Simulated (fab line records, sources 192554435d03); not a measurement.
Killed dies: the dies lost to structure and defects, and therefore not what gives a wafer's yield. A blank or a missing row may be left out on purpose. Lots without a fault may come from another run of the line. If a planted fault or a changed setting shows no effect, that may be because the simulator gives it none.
Chamber matching | flow n5 finfet | 4 sister chambers for N5_BEOL_M2_STRIP_19 on rie diel-05
The step strips in O2. 16 wafers are shown with their chamber, then 8 later ones without.

== WAFERS, EACH WITH ITS CHAMBER ==
wafer  | chamber | showerhead plenum p Torr (Torr) | oes product au (a.u.) | throttle valve pct (%)
L077.4 | 0       | 2.01                            | 0.73                  | 16.79
L077.5 | 2       | 2.15                            | 0.75                  | 16.82
L077.6 | 3       | 2.11                            | 0.72                  | 17.10
L078.1 | 2       | 2.15                            | 0.76                  | 16.83
L078.2 | 3       | 2.11                            | 0.72                  | 17.13
L078.6 | 0       | 2.00                            | 0.72                  | 16.79
L087.3 | 1       | 2.15                            | 0.91                  | 16.78
L087.5 | 0       | 2.00                            | 0.71                  | 16.84
L087.6 | 2       | 2.14                            | 0.74                  | 16.85
L085.1 | 0       | 2.00                            | 0.71                  | 16.83
L085.3 | 2       | 2.14                            | 0.74                  | 16.87
L085.4 | 1       | 2.15                            | 0.90                  | 16.81
L086.2 | 3       | 2.10                            | 0.70                  | 17.15
L086.4 | 2       | 2.14                            | 0.73                  | 16.88
L086.6 | 1       | 2.15                            | 0.89                  | 16.80
L089.3 | 0       | 2.00                            | 0.70                  | 16.85

SIGNATURES (averages over the wafers above)
reading                  | chamber 0 | chamber 1 | chamber 2 | chamber 3 | scatter within a chamber
showerhead plenum p Torr | 2.0020    | 2.1500    | 2.1440    | 2.1067    | 0.00471
oes product au           | 0.7140    | 0.9000    | 0.7440    | 0.7133    | 0.0112
throttle valve pct       | 16.8200   | 16.7967   | 16.8500   | 17.1267   | 0.0251
Rule: a wafer lies at a distance from a chamber equal to the root of the sum of squares, over the readings, of (its reading less the chamber's mean, divided by the reading's scatter). If the next closest chamber is less than 2 further off than the closest, the wafer can't be placed; otherwise it belongs to the closest. The scatter: the root of (the sum of the squares of (reading less its chamber's mean) over the shown wafers, divided by (wafers less chambers)).

== WAFERS WHOSE CHAMBER IS MISSING ==
wafer  | showerhead plenum p Torr (Torr) | oes product au (a.u.) | throttle valve pct (%)
L089.4 | 2.15                            | 0.89                  | 16.80
L089.6 | 2.00                            | 0.70                  | 16.84
L094.2 | 2.14                            | 0.72                  | 16.89
L094.3 | 1.99                            | 0.70                  | 16.89
L094.5 | 2.14                            | 0.88                  | 16.81
L095.4 | 2.14                            | 0.72                  | 16.89
L095.5 | 2.14                            | 0.72                  | 16.89
L095.6 | 2.10                            | 0.69                  | 17.18

== WHICH CHAMBER EACH ONE RAN IN ==
wafer  | from the rows above | in truth
L089.4 | 1                   | 1
L089.6 | 0                   | 0
L094.2 | 2                   | 2
L094.3 | 0                   | 0
L094.5 | 1                   | 1
L095.4 | 2                   | 2
L095.5 | 2                   | 2
L095.6 | 3                   | 3
Correct placement for 8 of the 8. Left unplaced by these rows: 0. Number placed wrongly: 0.
